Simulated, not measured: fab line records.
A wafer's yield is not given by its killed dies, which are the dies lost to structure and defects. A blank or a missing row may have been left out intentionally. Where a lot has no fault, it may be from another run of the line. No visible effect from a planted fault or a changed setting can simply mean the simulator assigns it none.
What tool caused it? + flow nandHarc + 6 lots with 18 wafers sampled at 5 steps, on a route of 1302 steps

== WHAT THE GAUGES READ, wafer by wafer ==
NHARC_END_SORT_01.
| lot  | measured     | on        | killedAtArray |
|------|--------------|-----------|---------------|
| L257 | day 29 16:59 | prober-02 | 669 671 672   |
| L261 | day 30 08:08 | prober-01 | 48 48 58      |
| L266 | day 32 17:53 | prober-01 | 28 47 40      |

== EACH LOT AND THE TOOL THAT RAN IT (in order: tool; ch and the chambers of the sampled wafers; start) ==
| lot  | NHARC_A_STAIRCASE_ETCH_21                    | NHARC_A_STAIRCASE_ETCH_25                    | NHARC_A_STAIRCASE_ETCH_188        | NHARC_A_STAIRCASE_TRIM_191                   |
|------|----------------------------------------------|----------------------------------------------|-----------------------------------|----------------------------------------------|
| L249 | rieDiel-04 ch 1,3, day 17 17:19 or earlier   | rieDiel-04 ch 2,3, day 17 17:19 or earlier   | rieDiel-03 ch 0,2, day 17 17:19   | rieDiel-03 ch 0,2,3, no start                |
| L253 | rieDiel-03 ch 1,2,3, day 18 20:05 or earlier | rieDiel-03 ch 0,1,3, day 18 20:05 or earlier | rieDiel-11 ch 1,2,3, day 18 20:05 | rieDiel-11 ch 0,2,3, no start                |
| L257 | rieDiel-11 ch 1,2,3, day 20 16:13 or earlier | rieDiel-03 ch 1,2, day 20 16:13              | rieDiel-11 ch 0,3, day 20 18:53   | rieDiel-11 ch 0,3, day 29 16:59 or earlier   |
| L261 | rieDiel-11 ch 0,1, day 21 19:08 or earlier   | rieDiel-11 ch 0,1, day 21 19:08 or earlier   | rieDiel-03 ch 0,1,2, day 21 19:08 | rieDiel-03 ch 0,1,2, day 30 08:08 or earlier |
| L266 | rieDiel-03 ch 0,1,2, day 24 15:22 or earlier | rieDiel-03 ch 0,2,3, day 24 15:22 or earlier | rieDiel-03 ch 0,1,2, day 24 15:22 | rieDiel-03 ch 2,3, day 32 17:53 or earlier   |
| L269 | rieDiel-03 ch 0,1, day 25 10:41 or earlier   | rieDiel-03 ch 0,1,3, day 25 10:41 or earlier | rieDiel-11 ch 0,2,3, day 25 10:41 | rieDiel-11 ch 0,1,3, no start                |
- NHARC_A_STAIRCASE_ETCH_21: etches the open film in C4F8/O2, target depth 100 nm, time 40.5 s.
- NHARC_A_STAIRCASE_ETCH_25: etches the open film in C4F8/O2, target depth 100 nm, time 40.5 s.
- NHARC_A_STAIRCASE_ETCH_188: etches the open film in C4F8/O2, target depth 100 nm, time 40.5 s.
- NHARC_A_STAIRCASE_TRIM_191: chemistry O2, time 211.2 s.

== THE ANSWER, worked out from the rows above alone ==
Rule: what is usual is taken from the lots themselves. Put in order of their means at a reading, lots are off if they are a third of the lots or fewer, leave a main group of 4 or more, and stand apart from it by a gap of 3 or more times the standard deviation of the main group's means; of several such gaps the widest counts. The tables above print the reading to a certain number of digits; a main group whose means all agree to those digits is not used. Also off: a lot with no number at a reading for which 4 or more lots have one. Where the step has rows for the other lots, those lots are counted as sound.
Across all readings shown, no lot is off: no conclusion can be drawn from this.

== WHAT THE SIMULATOR HAD PUT IN ==
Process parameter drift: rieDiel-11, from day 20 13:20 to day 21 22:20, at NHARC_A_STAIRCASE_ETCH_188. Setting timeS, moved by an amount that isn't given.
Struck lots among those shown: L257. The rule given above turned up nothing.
